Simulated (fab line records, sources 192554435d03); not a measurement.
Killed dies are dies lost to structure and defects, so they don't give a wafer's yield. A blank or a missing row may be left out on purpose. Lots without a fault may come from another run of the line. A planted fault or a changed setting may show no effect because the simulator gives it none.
fab line records | flow n5_finfet | part 1 of 2: steps 1 to 15 of 16
record lots=7 wafers=21 last_day=20
route steps=1938 shown HKMG_FIN@394 PASSIVATION@1936
lots that met no fault: from a run of the same line without faults
start_h: hours from the record's first day to the start of the lot's first wafer shown | wait_h: hours since the lot's step before | " the same as in the row above | L1.1+2: a row that stands for several wafers | - no value, or no start given | * or withheld: withheld | < > ~ a bound
route shown NAME@n: a module of which the file shows steps, and the number in the route of the first | usual: mean/standard deviation of fault-free wafers | same: alike in all rows | chamber/n: place in a boat | sites: the reading at each site | _std_site: their standard deviation | _edge_site: outer sites' mean less inner sites' | radius_mm: how far each site lies from the wafer's centre | mask NAME#n: copy n | behind: the tool/chamber that last shaped the wafer | hold: why the lot was held/for how many hours/how that ended | device: the transistor (n, p or np) that didn't switch | end of line: the same wafers' tests at the end of the route | a step without rows: its recipe alone | killed: dies lost to structure and defects at the first sort, not the wafer's yield | map: a wafer's dies, x killed, . not, _ none there
set.NAME: the setting as run; set.NAME@STEP: as run at that earlier step | model.NAME: the simulator's own value behind a step, which no gauge read
lots at some steps of the route; a table a step, a row a wafer
services: from which hour (start_h, from the record's first day; less than 0 if before it) a tool's chamber was out of use, for how many hours, and why
## steps
# step N5_HKMG_FIN_SOFTBAKE_44
# recipe temp_c=110 time_s=60 resist=CAR-ArF
# step N5_HKMG_FIN_EXPOSE_46
# recipe mask_id=NDIPOLE na=1.35 source_shape=conventional sigma_outer=0.8 polarization=unpolarized dose_mj=40
# step N5_HKMG_FIN_PEB_47
# recipe peb_temp_c=withheld peb_time_s=60 resist=CAR-ArF
# step N5_HKMG_FIN_DEVELOP_48
# recipe develop_time_s=30 developer=TMAH resist=CAR-ArF rinse_liquid=diw dry=air_spin dev_temp_c=23
# step N5_HKMG_FIN_CD_MEAS_49
# recipe target_cd_nm=202 landing_energy_ev=500 detector=se_inlens polarity=opening
# usual cd_nm=202.4/0.61
# same landing_energy_ev=500
# columns lot.wafer tool chamber start_h wait_h cd_nm
L592.1 cd_sem-03 0 79.56 - 201.8
L592.3 " 0 " " 201.8
L592.5 " 0 " " 202.5
L593.2 cd_sem-01 0 82.49 - 202.4
L593.3 " 0 " " 202.6
L593.5 " 0 " " 202.3
L610.1 cd_sem-02 0 200.38 - 201.5
L610.2 " 0 " " 202.6
L610.4 " 0 " " 201.5
L612.2 cd_sem-03 0 208.24 - 202.9
L612.3 " 0 " " 202.8
L612.5 " 0 " " 202.3
L614.3 cd_sem-03 0 211.62 - 202.4
L614.4 " 0 " " 202.7
L614.5 " 0 " " 202.1
L611.3 cd_sem-01 0 214.47 - 202.6
L611.4 " 0 " " 202.8
L611.5 " 0 " " 202.1
L613.2 cd_sem-01 0 215.26 - 202.4
L613.4 " 0 " " 202.8
L613.5 " 0 " " 203.0
# step N5_HKMG_FIN_OVL_MEAS_50
# recipe points_per_wafer=44
# usual NDIPOLE_OVL=0.0/0.63
# columns lot.wafer tool chamber start_h wait_h NDIPOLE_OVL[nm]
L592.1 overlay-02 0 79.59 0.0 0.3
L592.3 " 0 " " 0.4
L592.5 " 0 " " 0.3
L593.2 overlay-01 0 82.52 0.0 0.5
L593.3 " 0 " " 0.3
L593.5 " 0 " " 0.7
L610.1 overlay-02 0 200.41 0.0 -0.1
L610.2 " 0 " " 0.1
L610.4 " 0 " " 1.2
L612.2 overlay-01 0 208.27 0.0 -0.1
L612.3 " 0 " " 1.1
L612.5 " 0 " " -0.1
L614.3 overlay-02 0 211.65 0.0 -0.4
L614.4 " 0 " " -0.3
L614.5 " 0 " " -0.3
L611.3 overlay-02 0 214.50 0.0 0.2
L611.4 " 0 " " 0.0
L611.5 " 0 " " -0.1
L613.2 overlay-02 0 215.29 0.0 -0.7
L613.4 " 0 " " 0.8
L613.5 " 0 " " 0.0
# step N5_HKMG_FIN_INSPECT_61
# recipe mode=adi inspect_instrument=macro
# usual raw_defect_count=2.0/1.4
# columns lot.wafer tool chamber start_h wait_h raw_defect_count
L592.1 defect_inspect-01 - 79.61 0.0 1
L592.3 " - " " 4
L592.5 " - " " 5
L593.2 defect_inspect-02 - 82.54 0.0 4
L593.3 " - " " 0
L593.5 " - " " 1
L610.1 defect_inspect-02 - 200.43 0.0 2
L610.2 " - " " 3
L610.4 " - " " 3
L612.2 defect_inspect-01 - 208.30 0.0 4
L612.3 " - " " 2
L612.5 " - " " 1
L614.3 defect_inspect-02 - 211.67 0.0 4
L614.4 " - " " 4
L614.5 " - " " 6
L611.3 defect_inspect-02 - 214.53 0.0 1
L611.4 " - " " 3
L611.5 " - " " 4
L613.2 defect_inspect-02 - 215.31 0.0 1
L613.4 " - " " 1
L613.5 " - " " 2
# step N5_HKMG_FIN_DESCUM_53
# recipe chemistry=O2 time_s=7.9 source_power_w=50 bias_power_w=20 pressure_mtorr=20 rf_frequency_hz=2.712e+07 temp_c=40 resist=CAR-ArF o2_flow_sccm=225
# usual drypump_motor_current_A=5.8/0.41 oes_product_au=0.76/0.065 rf_vpp_V=243.4/0.95 showerhead_plenum_p_Torr=2.11/0.04 throttle_valve_pct=20.35/0.13
# columns lot.wafer tool chamber start_h wait_h drypump_motor_current_A oes_product_au rf_hours_counter_h rf_vpp_V showerhead_plenum_p_Torr throttle_valve_pct
L592.1 rie_diel-05 1 79.64 0.0 6.3 0.93 9 242.8 2.06 20.10
L592.3 " 2 " " 5.7 0.75 168 242.7 2.09 20.24
L592.5 " 1 " " 6.3 0.94 - 242.3 2.06 20.08
L593.2 rie_diel-02 0 82.58 0.0 6.2 0.90 30 242.8 2.14 20.34
L593.3 " 2 " " 4.9 0.77 131 242.8 2.10 20.61
L593.5 " 0 " " 6.2 0.90 - 244.1 2.14 20.32
L610.1 rie_diel-05 2 200.47 0.0 5.7 0.71 205 242.1 2.08 20.29
L610.2 " 3 " " 5.5 0.75 174 242.8 2.17 20.31
L610.4 " 1 " " 6.3 0.85 48 241.8 2.04 20.16
L612.2 rie_diel-05 2 208.33 0.0 5.7 0.72 208 241.5 2.08 20.29
L612.3 " 3 " " 5.5 0.74 178 244.1 2.17 20.30
L612.5 " 2 " " 5.7 0.72 - 243.5 2.08 20.28
L614.3 rie_diel-04 3 211.70 0.0 5.3 0.66 227 245.0 2.15 20.53
L614.4 " 2 " " 6.2 0.73 195 242.4 2.08 20.45
L614.5 " 0 " " 6.0 0.67 - 243.2 2.06 20.31
L611.3 rie_diel-05 2 214.59 0.1 5.7 0.70 210 241.5 2.08 20.30
L611.4 " 0 " " 6.2 0.74 143 243.7 2.09 20.47
L611.5 " 1 " " 6.3 0.85 - 241.6 2.04 20.18
L613.2 rie_diel-02 3 215.45 0.1 5.8 0.70 239 243.4 2.14 20.52
L613.4 " 1 " " 5.7 0.73 189 243.4 2.07 20.46
L613.5 " 3 " " 5.8 0.69 - 243.2 2.14 20.51
# step N5_HKMG_FIN_ETCH_54
# recipe chemistry=CF4 target=SiARC target_depth_a=455 mask_material=CAR-ArF time_s=75.8 ion_energy_ev=80 pressure_mtorr=40 source_w=545 bias_w=36 Ar_flow_sccm=100 cf4_flow_sccm=100 ends=cleared
# usual drypump_motor_current_A=5.8/0.41 etch_rf_on_time_s=75.6/0.77 oes_product_au=0.65/0.055 rf_vpp_V=184.2/0.93 showerhead_plenum_p_Torr=2.16/0.042 throttle_valve_pct=15.57/0.16
# columns lot.wafer tool chamber start_h wait_h drypump_motor_current_A etch_rf_on_time_s oes_product_au rf_hours_counter_h rf_vpp_V showerhead_plenum_p_Torr throttle_valve_pct
L592.1 rie_diel-05 1 79.68 0.0 6.3 74.9 0.79 9 184.2 2.11 15.25
L592.3 " 2 " " 5.7 75.7 0.64 168 183.7 2.14 15.44
L592.5 " 1 " " 6.3 74.9 0.80 - 182.6 2.11 15.25
L593.2 rie_diel-02 0 82.61 0.0 6.2 75.9 0.77 30 184.6 2.18 15.42
L593.3 " 2 " " 4.8 74.7 0.65 131 184.4 2.15 15.79
L593.5 " 0 " " 6.2 75.0 0.77 - 184.4 2.18 15.43
L610.1 rie_diel-05 2 200.50 0.0 5.7 75.7 0.61 205 184.9 2.12 15.49
L610.2 " 3 " " 5.5 75.6 0.63 174 186.3 2.22 15.62
L610.4 " 1 " " 6.3 74.8 0.73 48 183.0 2.10 15.32
L612.2 rie_diel-05 2 208.37 0.0 5.7 76.0 0.61 208 184.1 2.12 15.50
L612.3 " 3 " " 5.5 76.2 0.63 178 184.3 2.22 15.62
L612.5 " 2 " " 5.7 75.8 0.61 - 184.5 2.12 15.50
L614.3 rie_diel-04 3 211.74 0.0 5.4 76.1 0.58 227 186.0 2.21 15.87
L614.4 " 2 " " 6.2 74.7 0.64 195 184.3 2.12 15.65
L614.5 " 0 " " 6.0 75.9 0.57 - 183.3 2.11 15.59
L611.3 rie_diel-05 2 214.63 0.0 5.7 76.7 0.60 210 182.2 2.12 15.51
L611.4 " 0 " " 6.1 75.6 0.63 143 184.6 2.15 15.67
L611.5 " 1 " " 6.3 74.8 0.72 - 182.2 2.09 15.34
L613.2 rie_diel-02 3 215.49 0.0 5.8 76.9 0.59 239 185.2 2.19 15.81
L613.4 " 1 " " 5.6 75.9 0.62 189 184.2 2.14 15.77
L613.5 " 3 " " 5.8 76.4 0.59 - 186.2 2.19 15.80
# step N5_HKMG_FIN_ETCH_55
# recipe chemistry=N2/H2 target=SOC target_depth_a=2400 temp_c=40 time_s=300 ion_energy_ev=200 mask_material=SiARC pressure_mtorr=30 source_w=840 bias_w=150 n2_flow_sccm=200 h2_flow_sccm=200
# usual drypump_motor_current_A=5.8/0.41 n2_flow_sccm=200.0/0.57 oes_product_au=0.76/0.064 rf_vpp_V=524.4/1.7 run_length_s=323.4/0.48 showerhead_plenum_p_Torr=2.56/0.054 throttle_valve_pct=17.77/0.2
# columns lot.wafer tool chamber start_h wait_h drypump_motor_current_A n2_flow_sccm oes_product_au rf_hours_counter_h rf_vpp_V run_length_s showerhead_plenum_p_Torr throttle_valve_pct
L592.1 rie_diel-05 1 79.74 0.0 6.3 200.5 0.93 9 523.5 324.3 2.49 17.36
L592.3 " 2 " " 5.7 199.8 0.76 168 523.9 323.5 2.53 17.61
L592.5 " 1 " " 6.3 199.9 0.93 - 522.5 323.7 2.49 17.37
L593.2 rie_diel-02 0 82.67 0.0 6.2 200.7 0.90 30 526.9 323.6 2.59 17.63
L593.3 " 2 " " 4.9 199.7 0.77 131 525.1 322.8 2.55 18.08
L593.5 " 0 " " 6.2 200.7 0.91 - 526.1 323.3 2.59 17.66
L610.1 rie_diel-05 2 200.56 0.0 5.7 200.4 0.72 205 522.8 323.4 2.52 17.68
L610.2 " 3 " " 5.5 200.6 0.73 175 525.9 322.7 2.64 17.79
L610.4 " 1 " " 6.3 201.0 0.86 48 521.2 323.4 2.48 17.43
L612.2 rie_diel-05 2 208.42 0.0 5.7 199.2 0.72 208 522.5 323.5 2.52 17.68
L612.3 " 3 " " 5.5 200.4 0.74 178 527.7 322.9 2.64 17.79
L612.5 " 2 " " 5.7 199.7 0.72 - 521.8 324.2 2.52 17.68
L614.3 rie_diel-04 3 211.79 0.0 5.3 200.6 0.67 227 526.4 323.1 2.61 18.04
L614.4 " 2 " " 6.2 200.7 0.73 195 522.4 323.1 2.52 17.81
L614.5 " 0 " " 6.0 199.5 0.67 - 522.5 322.7 2.51 17.83
L611.3 rie_diel-05 2 214.68 0.0 5.7 200.5 0.72 210 522.8 323.7 2.52 17.69
L611.4 " 0 " " 6.1 199.8 0.73 143 524.0 323.8 2.54 17.86
L611.5 " 1 " " 6.3 198.9 0.84 - 521.7 323.5 2.48 17.46
L613.2 rie_diel-02 3 215.54 0.0 5.8 200.4 0.70 239 527.1 322.6 2.61 18.09
L613.4 " 1 " " 5.7 200.0 0.73 189 523.2 323.5 2.53 17.97
L613.5 " 3 " " 5.8 199.9 0.69 - 526.1 322.5 2.61 18.09
# step N5_HKMG_FIN_STRIP_56
# recipe chemistry=N2/H2 temp_c=40 n2_flow_sccm=200 h2_flow_sccm=200 rf_frequency_hz=6e+07
# step N5_HKMG_FIN_STRIP_57
# recipe chemistry=CF4 resist=SiARC power_w=300 bias_power_w=75 pressure_mtorr=50 cf4_flow_sccm=150 rf_frequency_hz=6e+07
# usual drypump_motor_current_A=5.8/0.41 oes_product_au=0.75/0.06 rf_vpp_V=271.4/1.1 showerhead_plenum_p_Torr=1.81/0.034 throttle_valve_pct=13.55/0.16
# columns lot.wafer tool chamber start_h wait_h drypump_motor_current_A oes_product_au rf_hours_counter_h rf_vpp_V showerhead_plenum_p_Torr throttle_valve_pct
L592.1 rie_diel-05 1 79.93 0.0 6.3 0.91 9 271.7 1.77 13.21
L592.3 " 2 " " 5.7 0.74 168 271.4 1.79 13.39
L592.5 " 1 " " 6.3 0.91 - 270.5 1.77 13.23
L593.2 rie_diel-02 0 82.86 0.0 6.2 0.88 30 272.5 1.83 13.36
L593.3 " 2 " " 4.9 0.75 131 271.9 1.80 13.73
L593.5 " 0 " " 6.2 0.89 - 272.7 1.83 13.38
L610.1 rie_diel-05 2 200.75 0.0 5.7 0.71 205 270.3 1.78 13.48
L610.2 " 3 " " 5.5 0.73 175 272.5 1.86 13.60
L610.4 " 1 " " 6.3 0.84 49 270.3 1.76 13.30
L612.2 rie_diel-05 2 208.61 0.0 5.7 0.71 208 270.4 1.77 13.50
L612.3 " 3 " " 5.5 0.73 178 272.4 1.86 13.60
L612.5 " 2 " " 5.7 0.71 - 270.3 1.77 13.51
L614.3 rie_diel-04 3 211.98 0.0 5.3 0.68 227 272.0 1.85 13.86
L614.4 " 2 " " 6.2 0.73 195 268.3 1.78 13.66
L614.5 " 0 " " 6.0 0.67 - 273.1 1.77 13.63
L611.3 rie_diel-05 2 214.87 0.0 5.7 0.72 210 270.4 1.77 13.49
L611.4 " 0 " " 6.1 0.73 144 271.0 1.79 13.63
L611.5 " 1 " " 6.3 0.83 - 270.8 1.76 13.32
L613.2 rie_diel-02 3 215.73 0.0 5.8 0.69 239 272.9 1.84 13.82
L613.4 " 1 " " 5.7 0.72 189 271.2 1.79 13.73
L613.5 " 3 " " 5.8 0.69 - 272.9 1.84 13.82
# step N5_HKMG_FIN_ETCH_58
# recipe chemistry=N2/H2 target=SOC target_depth_a=2158 ion_energy_ev=50 bias_w=13 time_s=741 pressure_mtorr=30 source_w=875 n2_flow_sccm=200 h2_flow_sccm=200
# usual drypump_motor_current_A=5.8/0.41 n2_flow_sccm=200.0/0.62 oes_product_au=0.76/0.063 rf_vpp_V=99.2/0.81 run_length_s=764.4/0.49 showerhead_plenum_p_Torr=2.56/0.054 throttle_valve_pct=17.73/0.19
# columns lot.wafer tool chamber start_h wait_h drypump_motor_current_A n2_flow_sccm oes_product_au rf_hours_counter_h rf_vpp_V run_length_s showerhead_plenum_p_Torr throttle_valve_pct model.etch.depth_nm model.SOC_of_HKMG_FIN_COAT_41.thk_nm model.HKMG_FIN.feature_depth_nm
L592.1 rie_diel-05 1 79.95 0.0 6.3 199.5 0.93 10 98.8 764.6 2.49 17.31 218.2 81.4 218.2
L592.3 " 2 " " 5.7 199.9 0.75 168 99.2 764.6 2.53 17.56 216.9 82.4 217
L592.5 " 1 " " 6.3 199.9 0.93 - 99.8 764.6 2.49 17.31 217.5 82.4 217.4
L593.2 rie_diel-02 0 82.88 0.0 6.2 200.1 0.89 30 99.0 764.4 2.59 17.61 214.5 84.4 214.4
L593.3 " 2 " " 4.9 200.4 0.76 131 102.0 763.7 2.55 18.03 214.9 84.2 214.8
L593.5 " 0 " " 6.3 199.3 0.90 - 98.7 764.2 2.59 17.59 216.6 82 216.6
L610.1 rie_diel-05 2 200.77 0.0 5.7 200.3 0.72 205 99.2 429.1 2.52 17.63 117.3 181.8 117.2
L610.2 " 3 " " 5.5 201.5 0.74 175 101.2 427.7 2.64 17.75 117.6 183.2 117.6
L610.4 " 1 " " 6.3 199.9 0.85 49 99.8 428.7 2.48 17.38 118.5 182.6 118.6
L612.2 rie_diel-05 2 208.63 0.0 5.7 200.8 0.72 208 97.6 428.9 2.52 17.62 117.1 183.4 117.2
L612.3 " 3 " " 5.5 200.9 0.73 178 99.9 428.1 2.64 17.74 116.3 183.6 116.4
L612.5 " 2 " " 5.7 200.2 0.72 - 99.3 428.7 2.52 17.64 118.4 182.4 118.4
L614.3 rie_diel-04 3 212.00 0.0 5.4 199.6 0.68 227 97.7 764.0 2.61 18.01 214 86.2 214
L614.4 " 2 " " 6.2 201.0 0.74 195 97.4 764.5 2.52 17.78 218.2 81.6 218.2
L614.5 " 0 " " 6.0 200.8 0.68 - 97.3 764.0 2.51 17.78 215.5 84.4 215.4
L611.3 rie_diel-05 2 214.89 0.0 5.7 199.9 0.72 210 99.4 428.7 2.51 17.63 118.3 181.6 118.2
L611.4 " 0 " " 6.1 199.3 0.74 144 98.0 429.1 2.54 17.84 119.5 181 119.6
L611.5 " 1 " " 6.3 199.6 0.84 - 98.8 428.6 2.47 17.40 120 179.8 120
L613.2 rie_diel-02 3 215.75 0.0 5.9 198.7 0.70 239 98.2 763.6 2.61 18.04 214.4 85.8 214.4
L613.4 " 1 " " 5.7 199.7 0.73 189 98.8 764.8 2.53 17.94 216.9 83.4 216.8
L613.5 " 3 " " 5.8 200.6 0.70 - 98.9 763.4 2.61 18.03 214.5 84.6 214.6
# step N5_HKMG_FIN_STRIP_93
# recipe chemistry=N2/H2 material=SOC time_s=20 power_w=500 temp_c=40 pressure_mtorr=50 rf_frequency_hz=6e+07 bias_power_w=8 h2_frac=0.5 n2_flow_sccm=300 h2_flow_sccm=300
# usual drypump_motor_current_A=5.8/0.41 n2_flow_sccm=300.0/0.88 oes_product_au=0.76/0.063 rf_vpp_V=54.2/0.88 showerhead_plenum_p_Torr=3.38/0.069 throttle_valve_pct=18.9/0.32
# columns lot.wafer tool chamber start_h wait_h drypump_motor_current_A n2_flow_sccm oes_product_au rf_hours_counter_h rf_vpp_V showerhead_plenum_p_Torr throttle_valve_pct model.SOC_of_HKMG_FIN_COAT_41.thk_nm
L592.1 rie_diel-05 1 80.37 0.2 6.3 300.2 0.92 10 53.9 3.30 18.3 71.2
L592.3 " 2 " " 5.7 300.7 0.75 169 55.2 3.35 18.8 72.2
L592.5 " 1 " " 6.3 298.9 0.93 - 53.9 3.30 18.2 72
L593.2 rie_diel-02 0 83.30 0.2 6.2 300.6 0.90 31 53.6 3.41 18.8 74.2
L593.3 " 2 " " 4.9 301.7 0.77 131 54.7 3.37 19.5 73.8
L593.5 " 0 " " 6.2 300.5 0.90 - 54.5 3.41 18.8 71.8
L610.1 rie_diel-05 2 201.19 0.3 5.7 298.9 0.72 205 54.4 3.33 18.8 171.6
L610.2 " 3 " " 5.5 298.3 0.74 175 54.3 3.49 18.9 173
L610.4 " 1 " " 6.3 301.4 0.84 49 52.4 3.28 18.3 172.4
L612.2 rie_diel-05 2 209.06 0.3 5.7 300.8 0.71 209 53.6 3.32 18.8 173.2
L612.3 " 3 " " 5.5 299.3 0.74 178 55.3 3.48 18.9 173.4
L612.5 " 2 " " 5.7 299.4 0.72 - 53.7 3.32 18.8 172.2
L614.3 rie_diel-04 3 212.43 0.2 5.4 300.5 0.67 228 55.0 3.45 19.4 76.2
L614.4 " 2 " " 6.2 301.2 0.72 195 52.4 3.33 18.9 71.4
L614.5 " 0 " " 6.0 299.4 0.67 - 54.1 3.32 19.0 74.2
L611.3 rie_diel-05 2 215.32 0.3 5.7 301.5 0.73 211 54.3 3.32 18.8 171.2
L611.4 " 0 " " 6.1 300.5 0.74 144 54.0 3.36 19.0 170.6
L611.5 " 1 " " 6.3 300.5 0.85 - 54.4 3.27 18.3 169.4
L613.2 rie_diel-02 3 216.18 0.2 5.8 300.0 0.68 239 53.0 3.45 19.4 75.8
L613.4 " 1 " " 5.7 299.0 0.72 189 54.2 3.35 19.1 73.2
L613.5 " 3 " " 5.9 298.7 0.69 - 54.8 3.45 19.4 74.4
# step N5_HKMG_FIN_WET_ETCH_76
# recipe chemistry=dNH4OH mix=1:50 temp_c=25 target=Al2O3 stop_on=La2O3 target_depth_nm=2.25 dry=ipa_marangoni rinse_time_s=30 rinse_temp_c=23
## key
first_sign step=N5_HKMG_FIN_ETCH_58 reading=run_length_s direction=down sigmas=99+ usual=* struck=*
effect none on later readings
model_effect step=N5_HKMG_FIN_ETCH_58 value=etch.depth_nm without=216 struck=118.1
model_effect step=N5_HKMG_FIN_STRIP_93 value=SOC_of_HKMG_FIN_COAT_41.thk_nm without=73.98 struck=171.9
met_at N5_HKMG_FIN_ETCH_58
struck_wafers L610.1,L610.2,L610.4,L611.3,L611.4,L611.5,L612.2,L612.3,L612.5
tester_left_out L610,L611,L612
onset_between 79.95 200.77
fault kind=process_parameter_drift tool=rie_diel-05 chamber=- onset_h=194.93 steps=N5_HKMG_FIN_ETCH_58 channel=time_s offset=* shape=step end_h=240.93 acts_in=* stated=*
# tester_left_out: of these lots the tester's yield and bins aren't shown, on N5 and GAA mostly nor the transistor test; their killed dies are dies lost to structure and defects alone, not to doping, threshold or leakage, so they don't give the yield
